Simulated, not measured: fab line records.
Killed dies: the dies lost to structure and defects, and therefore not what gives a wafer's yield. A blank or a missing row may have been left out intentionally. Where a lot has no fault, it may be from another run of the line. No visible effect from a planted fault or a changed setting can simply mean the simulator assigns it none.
fab line records | flow n5Finfet
record: lots: 6 | wafers: 17 | lastDay: 17
route steps=1938 shown BEOL_M10@1495 PASSIVATION@1936
lots that met no fault: taken from a fault-free run of the same line
startH: the number of hours between the record's first day and the start of the first shown wafer of the lot | waitH: how many hours have passed since the lot's step before this one | " the same as in the row above | L1.1+2: one row covering several wafers at once | - no value present, or no start provided | * or withheld: withheld | < > ~ a bound
route shown NAME@n: names a module that has steps shown in the file, with the first one's number in the route | usual: mean/standard deviation taken from wafers without a fault | same: alike in all rows | chamber/n: place in a boat | sites: the reading at each site | _std_site: standard deviation across them | _edge_site: mean of outer sites minus mean of inner sites | radiusMm: how far each site lies from the wafer's centre | mask NAME#n: copy n | behind: the tool/chamber that last shaped the wafer | hold: the reason the lot was held/the length of the hold in hours/how it ended | device: which transistor (n, p or np) failed to switch | end of line: at the end of the route, the tests of the same wafers | a step with no rows: only its recipe | killed: dies that structure and defects cost at the first sort, which is not the same as the wafer's yield | map: per-die view of a wafer (x killed, . not killed, _ where there is no die)
set.NAME: the run value of the setting; set.NAME@STEP: its run value at that earlier step | model.NAME: the simulator's own value behind a step, which no gauge read
lots at some steps of the route; a table a step, a row a wafer
services: when a tool's chamber went out of use (startH, in hours from the record's first day, below 0 if earlier), for how many hours, and the reason
== steps ==
step: N5_BEOL_M10_COAT_64
recipe: resist: SiARC | tempC: 220 | timeS: 60 | spinRpm: 1500 | resistThkNm: 30
step: N5_BEOL_M10_COAT_22
recipe: resist: CAR-ArF | spinRpm: 1500 | resistThkNm: 90
step: N5_BEOL_M10_EBR_24
recipe: solvent: PGMEA | ebrWidthMm: 1.5
step: N5_BEOL_M10_SOFTBAKE_23
recipe: tempC: 110 | timeS: 60 | resist: CAR-ArF
step: N5_BEOL_M10_EXPOSE_25
recipe: maskId: V9 | na: 1.35 | sourceShape: annular | sigmaInner: 0.5 | sigmaOuter: 0.8 | polarization: unpolarized | doseMj: 85.5
step: N5_BEOL_M10_PEB_26
recipe: pebTempC: withheld | pebTimeS: 60 | resist: CAR-ArF
step: N5_BEOL_M10_DEVELOP_27
recipe: developTimeS: 30 | developer: TMAH | resist: CAR-ArF | rinseLiquid: diw | dry: airSpin | devTempC: 23
step: N5_BEOL_M10_CD_MEAS_28
recipe: targetCdNm: 70 | landingEnergyEv: 500 | detector: seInlens | polarity: opening
usual: cdNm: 70.4/0.95
lot.wafer | tool     | chamber | startH | waitH | cdNm
L875.4    | cdSem-03 | 0       | 268.62 | -     | 71.9
L875.5    | "        | 0       | "      | "     | 70.5
L878.1    | cdSem-02 | 0       | 275.06 | -     | 70.8
L878.4    | "        | 0       | "      | "     | 70.4
L878.5    | "        | 0       | "      | "     | 70.9
L880.4    | cdSem-03 | 0       | 297.88 | -     | 68.9
L880.5    | "        | 0       | "      | "     | 70.5
L880.6    | "        | 0       | "      | "     | 70.9
L881.2    | cdSem-02 | 0       | 301.80 | -     | 72.1
L881.3    | "        | 0       | "      | "     | 71.4
L881.6    | "        | 0       | "      | "     | 69.7
L885.1    | cdSem-01 | 0       | 324.04 | -     | 71.3
L885.3    | "        | 0       | "      | "     | 69.3
L885.6    | "        | 0       | "      | "     | 69.6
L889.2    | cdSem-01 | 0       | 351.27 | -     | 70.3
L889.3    | "        | 0       | "      | "     | 69.7
L889.4    | "        | 0       | "      | "     | 70.4
step: N5_BEOL_M10_OVL_MEAS_29
recipe: pointsPerWafer: 44
usual: V9_OVL: -0.1/0.63
lot.wafer | tool       | chamber | startH | waitH | V9_OVL[nm]
L875.4    | overlay-02 | 0       | 268.64 | 0.0   | -0.4
L875.5    | "          | 0       | "      | "     | -1.3
L878.1    | overlay-01 | 0       | 275.09 | 0.0   | 0.7
L878.4    | "          | 0       | "      | "     | 0.9
L878.5    | "          | 0       | "      | "     | 0.1
L880.4    | overlay-02 | 0       | 297.91 | 0.0   | 0.3
L880.5    | "          | 0       | "      | "     | 1.3
L880.6    | "          | 0       | "      | "     | 0.6
L881.2    | overlay-01 | 0       | 301.83 | 0.0   | -0.9
L881.3    | "          | 0       | "      | "     | -0.3
L881.6    | "          | 0       | "      | "     | 0.3
L885.1    | overlay-02 | 0       | 324.07 | 0.0   | 0.9
L885.3    | "          | 0       | "      | "     | -0.2
L885.6    | "          | 0       | "      | "     | 0.6
L889.2    | overlay-01 | 0       | 351.30 | 0.0   | 0.3
L889.3    | "          | 0       | "      | "     | 0.1
L889.4    | "          | 0       | "      | "     | 0.0
step: N5_BEOL_M10_INSPECT_30
recipe: mode: adi | inspectInstrument: brightfield
usual: rawDefectCount: 447/100
lot.wafer | tool             | chamber | startH | waitH | rawDefectCount
L875.4    | defectInspect-01 | -       | 268.67 | 0.0   | 484
L875.5    | "                | -       | "      | "     | 526
L878.1    | defectInspect-02 | -       | 275.11 | 0.0   | 432
L878.4    | "                | -       | "      | "     | 510
L878.5    | "                | -       | "      | "     | 351
L880.4    | defectInspect-02 | -       | 297.94 | 0.0   | 462
L880.5    | "                | -       | "      | "     | 671
L880.6    | "                | -       | "      | "     | 478
L881.2    | defectInspect-01 | -       | 301.86 | 0.0   | 364
L881.3    | "                | -       | "      | "     | 352
L881.6    | "                | -       | "      | "     | 398
L885.1    | defectInspect-02 | -       | 324.10 | 0.0   | 656
L885.3    | "                | -       | "      | "     | 509
L885.6    | "                | -       | "      | "     | 581
L889.2    | defectInspect-02 | -       | 351.32 | 0.0   | 374
L889.3    | "                | -       | "      | "     | 387
L889.4    | "                | -       | "      | "     | 281
step: N5_BEOL_M10_DESCUM_33
recipe: chemistry: O2 | timeS: 7.9 | sourcePowerW: 50 | biasPowerW: 20 | pressureMtorr: 20 | rfFrequencyHz: 2.712e+07 | tempC: 40 | resist: CAR-ArF | o2FlowSccm: 225
usual: drypumpMotorCurrentA: 5.60/0.28 | o2FlowSccm: 225.1/0.67 | oesProductAu: 0.80/0.078 | rfVppV: 242.7/1.3 | showerheadPlenumPTorr: 2.06/0.059 | throttleValvePct: 20.36/0.25
lot.wafer | tool       | chamber | startH | waitH | drypumpMotorCurrentA | o2FlowSccm | oesProductAu | rfHoursCounterH | rfVppV | showerheadPlenumPTorr | throttleValvePct
L875.4    | rieDiel-03 | 1       | 268.70 | 0.0   | 5.22                 | 225.3      | 0.75         | 151             | 241.1  | 2.03                  | 20.56
L875.5    | "          | 3       | "      | "     | 5.90                 | 225.8      | 0.72         | -               | 243.0  | 2.03                  | 20.13
L878.1    | rieDiel-03 | 1       | 275.53 | 0.4   | 5.23                 | 226.5      | 0.77         | 153             | 241.4  | 2.03                  | 20.56
L878.4    | "          | 2       | "      | "     | 5.71                 | 225.5      | 0.86         | 81              | 244.4  | 2.11                  | 20.23
L878.5    | "          | 1       | "      | "     | 5.22                 | 225.4      | 0.76         | -               | 241.4  | 2.03                  | 20.56
L880.4    | rieDiel-02 | 0       | 298.20 | 0.3   | 5.67                 | 224.3      | 0.68         | -               | 240.0  | 1.94                  | 20.55
L880.5    | "          | 2       | "      | "     | 5.70                 | 227.2      | 0.96         | -               | 242.0  | 2.04                  | 20.16
L880.6    | "          | 3       | "      | "     | 5.75                 | 225.6      | 0.86         | -               | 243.8  | 2.04                  | 20.43
L881.2    | rieDiel-06 | 0       | 302.26 | 0.4   | 6.04                 | 224.5      | 0.81         | 79              | 242.1  | 2.02                  | 20.23
L881.3    | "          | 1       | "      | "     | 5.41                 | 225.5      | 0.83         | 77              | 244.4  | 2.12                  | 20.39
L881.6    | "          | 0       | "      | "     | 6.03                 | 225.7      | 0.80         | -               | 241.0  | 2.02                  | 20.23
L885.1    | rieDiel-06 | 2       | 324.13 | 0.0   | 5.54                 | 224.5      | 0.81         | 123             | 241.8  | 2.09                  | 20.42
L885.3    | "          | 1       | "      | "     | 5.40                 | 225.4      | 0.82         | 88              | 243.2  | 2.11                  | 20.40
L885.6    | "          | 1       | "      | "     | 5.42                 | 225.0      | 0.82         | -               | 244.8  | 2.11                  | 20.41
L889.2    | rieDiel-03 | 3       | 351.36 | 0.0   | 5.92                 | 225.5      | 0.70         | 226             | 244.6  | 2.03                  | 20.17
L889.3    | "          | 1       | "      | "     | 5.22                 | 225.3      | 0.74         | 178             | 240.6  | 2.02                  | 20.59
L889.4    | "          | 0       | "      | "     | 5.10                 | 225.1      | 0.87         | 40              | 245.7  | 2.14                  | 20.01
step: N5_BEOL_M10_ETCH_65
recipe: chemistry: CF4 | target: SiARC | targetDepthA: 390 | maskMaterial: CAR-ArF | timeS: 65 | ionEnergyEv: 80 | pressureMtorr: 40 | sourceW: 545 | biasW: 36 | Ar_flow_sccm: 100 | cf4FlowSccm: 100 | ends: cleared
usual: drypumpMotorCurrentA: 5.60/0.29 | etchRfOnTimeS: 65.7/2 | mfcArSccm: 100.0/0.32 | oesProductAu: 0.69/0.068 | rfVppV: 183.8/1.1 | showerheadPlenumPTorr: 2.11/0.062 | throttleValvePct: 15.57/0.22
lot.wafer | tool       | chamber | startH | waitH | drypumpMotorCurrentA | etchRfOnTimeS | mfcArSccm | oesProductAu | rfHoursCounterH | rfVppV | showerheadPlenumPTorr | throttleValvePct
L875.4    | rieDiel-03 | 1       | 268.74 | 0.0   | 5.23                 | 66.3          | 100.2     | 0.66         | 151             | 184.0  | 2.05                  | 15.55
L875.5    | "          | 3       | "      | "     | 5.90                 | 68.0          | 99.6      | 0.59         | -               | 183.1  | 2.11                  | 15.58
L878.1    | rieDiel-03 | 1       | 275.57 | 0.0   | 5.22                 | 66.2          | 100.9     | 0.65         | 153             | 183.4  | 2.05                  | 15.56
L878.4    | "          | 2       | "      | "     | 5.70                 | 66.8          | 100.4     | 0.71         | 81              | 183.6  | 2.17                  | 15.50
L878.5    | "          | 1       | "      | "     | 5.21                 | 65.4          | 100.1     | 0.66         | -               | 184.6  | 2.05                  | 15.56
L880.4    | rieDiel-02 | 0       | 298.24 | 0.0   | 5.68                 | 69.1          | 99.8      | 0.58         | -               | 181.9  | 2.02                  | 15.96
L880.5    | "          | 2       | "      | "     | 5.67                 | 63.4          | 100.1     | 0.83         | -               | 183.4  | 2.10                  | 15.39
L880.6    | "          | 3       | "      | "     | 5.74                 | 64.7          | 99.9      | 0.73         | -               | 184.3  | 2.09                  | 15.49
L881.2    | rieDiel-06 | 0       | 302.29 | 0.0   | 6.01                 | 67.9          | 100.8     | 0.68         | 79              | 185.1  | 2.07                  | 15.40
L881.3    | "          | 1       | "      | "     | 5.40                 | 64.4          | 100.2     | 0.72         | 77              | 184.5  | 2.16                  | 15.53
L881.6    | "          | 0       | "      | "     | 6.05                 | 68.2          | 99.7      | 0.68         | -               | 183.3  | 2.07                  | 15.42
L885.1    | rieDiel-06 | 2       | 324.17 | 0.0   | 5.54                 | 62.8          | 100.0     | 0.70         | 123             | 184.8  | 2.16                  | 15.62
L885.3    | "          | 1       | "      | "     | 5.43                 | 63.8          | 100.3     | 0.71         | 88              | 184.1  | 2.16                  | 15.53
L885.6    | "          | 1       | "      | "     | 5.42                 | 63.9          | 100.0     | 0.71         | -               | 184.2  | 2.16                  | 15.55
L889.2    | rieDiel-03 | 3       | 351.39 | 0.0   | 5.98                 | 67.1          | 100.4     | 0.58         | 226             | 184.2  | 2.10                  | 15.61
L889.3    | "          | 1       | "      | "     | 5.21                 | 66.7          | 100.2     | 0.63         | 178             | 183.1  | 2.04                  | 15.60
L889.4    | "          | 0       | "      | "     | 5.08                 | 62.3          | 100.5     | 0.74         | 40              | 184.4  | 2.18                  | 15.21
step: N5_BEOL_M10_ETCH_66
recipe: chemistry: N2/H2 | target: SOC | targetDepthA: 1200 | overetchA: 240 | maskMaterial: SiARC | tempC: 40 | timeS: 180 | ionEnergyEv: 200 | pressureMtorr: 30 | sourceW: 840 | biasW: 150 | n2FlowSccm: 200 | h2FlowSccm: 200
usual: drypumpMotorCurrentA: 5.62/0.29 | n2FlowSccm: 200.0/0.61 | oesProductAu: 0.65/0.059 | rfVppV: 523.1/2.4 | showerheadPlenumPTorr: 2.51/0.082 | throttleValvePct: 17.80/0.29
lot.wafer | tool       | chamber | startH | waitH | drypumpMotorCurrentA | n2FlowSccm | oesProductAu | rfHoursCounterH | rfVppV | showerheadPlenumPTorr | throttleValvePct | model.SiARC_of_BEOL_M10_COAT_64.thkNm
L875.4    | rieDiel-03 | 1       | 268.79 | 0.0   | 5.21                 | 199.7      | 0.62         | 151             | 520.6  | 2.41                  | 17.56            | 20.4
L875.5    | "          | 3       | "      | "     | 5.93                 | 200.3      | 0.58         | -               | 523.8  | 2.51                  | 17.82            | 21
L878.1    | rieDiel-03 | 1       | 275.62 | 0.0   | 5.23                 | 199.2      | 0.62         | 153             | 522.7  | 2.41                  | 17.55            | 22.8
L878.4    | "          | 2       | "      | "     | 5.72                 | 199.9      | 0.69         | 81              | 524.9  | 2.55                  | 17.49            | 20.6
L878.5    | "          | 1       | "      | "     | 5.24                 | 199.9      | 0.62         | -               | 522.0  | 2.41                  | 17.56            | 20.2
L880.4    | rieDiel-02 | 0       | 298.32 | 0.1   | 5.70                 | 199.6      | 0.56         | -               | 518.8  | 2.43                  | 18.44            | 23.6
L880.5    | "          | 2       | "      | "     | 5.73                 | 199.5      | 0.77         | -               | 523.3  | 2.49                  | 17.70            | 22.8
L880.6    | "          | 3       | "      | "     | 5.74                 | 199.3      | 0.68         | -               | 520.5  | 2.50                  | 18.01            | 22.6
L881.2    | rieDiel-06 | 0       | 302.34 | 0.0   | 6.06                 | 201.9      | 0.66         | 79              | 521.3  | 2.45                  | 17.55            | 23
L881.3    | "          | 1       | "      | "     | 5.42                 | 200.8      | 0.67         | 77              | 523.6  | 2.58                  | 17.72            | 22.6
L881.6    | "          | 0       | "      | "     | 6.05                 | 200.4      | 0.66         | -               | 521.1  | 2.45                  | 17.55            | 23
L885.1    | rieDiel-06 | 2       | 324.22 | 0.0   | 5.53                 | 199.5      | 0.64         | 123             | 526.4  | 2.57                  | 18.09            | 22.6
L885.3    | "          | 1       | "      | "     | 5.44                 | 200.2      | 0.67         | 88              | 524.7  | 2.58                  | 17.76            | 22.6
L885.6    | "          | 1       | "      | "     | 5.42                 | 200.4      | 0.67         | -               | 525.6  | 2.58                  | 17.74            | 22.6
L889.2    | rieDiel-03 | 3       | 351.44 | 0.0   | 5.89                 | 200.6      | 0.56         | 226             | 523.5  | 2.50                  | 17.86            | 23.2
L889.3    | "          | 1       | "      | "     | 5.21                 | 200.6      | 0.61         | 178             | 520.5  | 2.40                  | 17.61            | 22.8
L889.4    | "          | 0       | "      | "     | 5.12                 | 200.0      | 0.69         | 40              | 525.1  | 2.60                  | 17.41            | 22.2
step: N5_BEOL_M10_STRIP_69
recipe: chemistry: N2/H2 | tempC: 40 | n2FlowSccm: 200 | h2FlowSccm: 200 | rfFrequencyHz: 6e+07
step: N5_PASSIVATION_PROBE_49
usual: defectLimitedYield: 91.4/1.4 | killed_at_M0_to_M3: 34/8.9 | killed_at_M4_up: 13/4.6 | killedAtContacts: 12/5.5 | killedAtFrontEnd: 41/11 | killedAtOther: 3.1/2.9 | killedDies: 102/16 | killedOnRim: 13/4.2 | killedOpen: 66/11 | killedShort: 34/7.6 | sort_bin_5_function: 5.1/0.89 | sort_bin_6_memory: 3.2/0.61 | sort_bin_8_speed: 0.02/0.12 | sortNPass: 1078/16
same: grossDies: 1180 | killedAtBackSide: 0 | sort_bin_4_leakage[%]: 0
lot.wafer | tool      | chamber | startH | waitH | defectLimitedYield[%] | killed_at_M0_to_M3 | killed_at_M4_up | killedAtContacts | killedAtFrontEnd | killedAtOther | killedDies | killedOnRim | killedOpen | killedShort | sort_bin_5_function[%] | sort_bin_6_memory[%] | sort_bin_8_speed[%] | sortNPass
L875.4    | prober-01 | -       | 314.26 | 0.2   | 88.2                  | 31                 | 11              | 28               | 63               | 6             | 139        | 25          | 96         | 35          | 7.4                    | 3.6                  | 0                   | 1041
L875.5    | prober-01 | -       | 314.31 | 0.2   | 90.2                  | 37                 | 9               | 24               | 44               | 2             | 116        | 12          | 82         | 33          | 6.0                    | 3.3                  | 0                   | 1064
L880.4    | prober-02 | -       | 346.37 | 0.2   | 91.9                  | 34                 | 20              | 11               | 28               | 3             | 96         | 9           | 66         | 29          | 5.2                    | 3.0                  | 0                   | 1084
L880.5    | prober-02 | -       | 346.42 | 0.2   | 92.3                  | 31                 | 13              | 16               | 30               | 1             | 91         | 8           | 66         | 25          | 4.7                    | 2.9                  | 0                   | 1089
L880.6    | prober-02 | -       | 346.47 | 0.3   | 92.5                  | 39                 | 12              | 8                | 29               | 1             | 89         | 15          | 48         | 41          | 4.7                    | 2.3                  | 0                   | 1091
L881.6    | prober-01 | -       | 354.54 | 0.3   | 92.6                  | 31                 | 1               | 14               | 39               | 2             | 87         | 18          | 64         | 23          | 4.4                    | 2.9                  | 0                   | 1093
L885.3    | prober-02 | -       | 374.40 | 0.1   | 94.4                  | 26                 | 6               | 5                | 28               | 1             | 66         | 11          | 43         | 22          | 3.6                    | 1.8                  | 0                   | 1114
L885.6    | prober-02 | -       | 374.55 | 0.3   | 93.2                  | 26                 | 8               | 8                | 37               | 1             | 80         | 13          | 52         | 24          | 4.1                    | 2.1                  | 0                   | 1100
killed by level:class
L875.4 MOL_CONTACT_COAG:geometricParticle:open=19 DUMMY_GATE:geometricParticle:open=14 STI_FIN_REVEAL:geometricParticle:open=12 BEOL_M3:geometricParticle:open=10 FIN_SAQP:geometricParticle:open=9 MOL_CONTACT_COAG:geometricParticle:short=9 FIN_SAQP:geometricParticle:short=7 BEOL_M2:geometricParticle:open=7
L875.5 MOL_CONTACT_COAG:geometricParticle:open=19 STI_FIN_REVEAL:geometricParticle:open=12 BEOL_M1:geometricParticle:open=11 BEOL_M3:geometricParticle:open=9 FIN_SAQP:geometricParticle:short=6 DUMMY_GATE:geometricParticle:open=6 GATE_CUT:geometricParticle:short=5 MOL_CONTACT_COAG:geometricParticle:short=5
L880.4 MOL_CONTACT_COAG:geometricParticle:open=10 BEOL_M0_SAQP:geometricParticle:open=10 FIN_SAQP:geometricParticle:open=9 BEOL_M1:geometricParticle:open=9 STI_FIN_REVEAL:geometricParticle:open=6 BEOL_M2:geometricParticle:open=6 BEOL_M0_SAQP:geometricParticle:short=5 BEOL_M6:geometricParticle:open=5
L880.5 MOL_CONTACT_COAG:geometricParticle:open=13 BEOL_M0_SAQP:geometricParticle:open=10 FIN_SAQP:geometricParticle:open=8 STI_FIN_REVEAL:geometricParticle:open=8 BEOL_M0_SAQP:geometricParticle:short=7 BEOL_M1:geometricParticle:open=5 BEOL_M2:geometricParticle:open=5 BEOL_M4:geometricParticle:short=4
L880.6 BEOL_M0_SAQP:geometricParticle:short=16 FIN_SAQP:geometricParticle:open=8 BEOL_M0_SAQP:geometricParticle:open=8 MOL_CONTACT_COAG:geometricParticle:open=7 STI_FIN_REVEAL:geometricParticle:open=5 BEOL_M1:geometricParticle:short=5 FIN_SAQP:geometricParticle:short=4 DUMMY_GATE:geometricParticle:open=3
L881.6 STI_FIN_REVEAL:geometricParticle:open=13 BEOL_M3:geometricParticle:open=13 MOL_CONTACT_COAG:geometricParticle:open=12 FIN_SAQP:geometricParticle:open=7 FIN_SAQP:geometricParticle:short=6 BEOL_M0_SAQP:geometricParticle:short=4 BEOL_M0_SAQP:geometricParticle:open=4 BEOL_M1:geometricParticle:open=3
L885.3 BEOL_M1:geometricParticle:open=9 FIN_SAQP:geometricParticle:open=7 FIN_SAQP:geometricParticle:short=5 BEOL_M3:geometricParticle:open=5 STARTING-WAFER:geometricParticle:short=5 MOL_CONTACT_COAG:geometricParticle:open=4 BEOL_M1:geometricParticle:short=4 BEOL_M4:geometricParticle:open=3
L885.6 FIN_SAQP:geometricParticle:short=6 DUMMY_GATE:geometricParticle:open=6 GATE_CUT:geometricParticle:open=6 BEOL_M0_SAQP:geometricParticle:open=6 BEOL_M3:geometricParticle:open=6 GATE_CUT:geometricParticle:short=5 MOL_CONTACT_COAG:geometricParticle:open=5 BEOL_M2:geometricParticle:open=5
== services ==
tool       | chamber | startH | hours | kind
rieDiel-02 | 0       | 246.25 | 4.4   | repair
rieDiel-06 | 3       | 253.06 | 2.6   | repair
rieDiel-02 | 2       | 277.61 | -     | clean
rieDiel-02 | 2       | 277.61 | -     | consumableReplace:focusRing
rieDiel-02 | 2       | 277.61 | 20.2  | scheduledDown
rieDiel-02 | 2       | 277.61 | 20.2  | ventCycle
rieDiel-06 | 3       | 286.58 | -     | clean
rieDiel-06 | 3       | 286.58 | -     | consumableReplace:focusRing
rieDiel-06 | 3       | 286.58 | -     | consumableReplace:showerhead
rieDiel-06 | 3       | 286.58 | 22.1  | scheduledDown
rieDiel-06 | 3       | 286.58 | 22.1  | ventCycle
rieDiel-02 | 0       | 300.60 | -     | clean
rieDiel-02 | 0       | 300.60 | -     | consumableReplace:focusRing
rieDiel-02 | 0       | 300.60 | -     | consumableReplace:showerhead
rieDiel-02 | 0       | 300.60 | 20.6  | scheduledDown
rieDiel-02 | 0       | 300.60 | 20.6  | ventCycle
rieDiel-03 | -       | 308.90 | 0.2   | repair
rieDiel-06 | 3       | 322.17 | 1.7   | repair
rieDiel-03 | 2       | 339.80 | 2.8   | repair
== key ==
firstSign none at tools or gauges
modelEffect: step: N5_BEOL_M10_ETCH_66 | value: SiARC_of_BEOL_M10_COAT_64.thkNm | without: 22.85 | struck: 20.55
metAt N5_BEOL_M10_ETCH_66
struckWafers L875.4,L875.5,L878.4,L878.5
fault: kind: processParameterDrift | tool: rieDiel-03 | chamber: - | onsetH: 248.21 | steps: N5_BEOL_M10_ETCH_66 | channel: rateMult | offset: 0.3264 | shape: step | endH: 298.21 | scope: struckWafersOnly
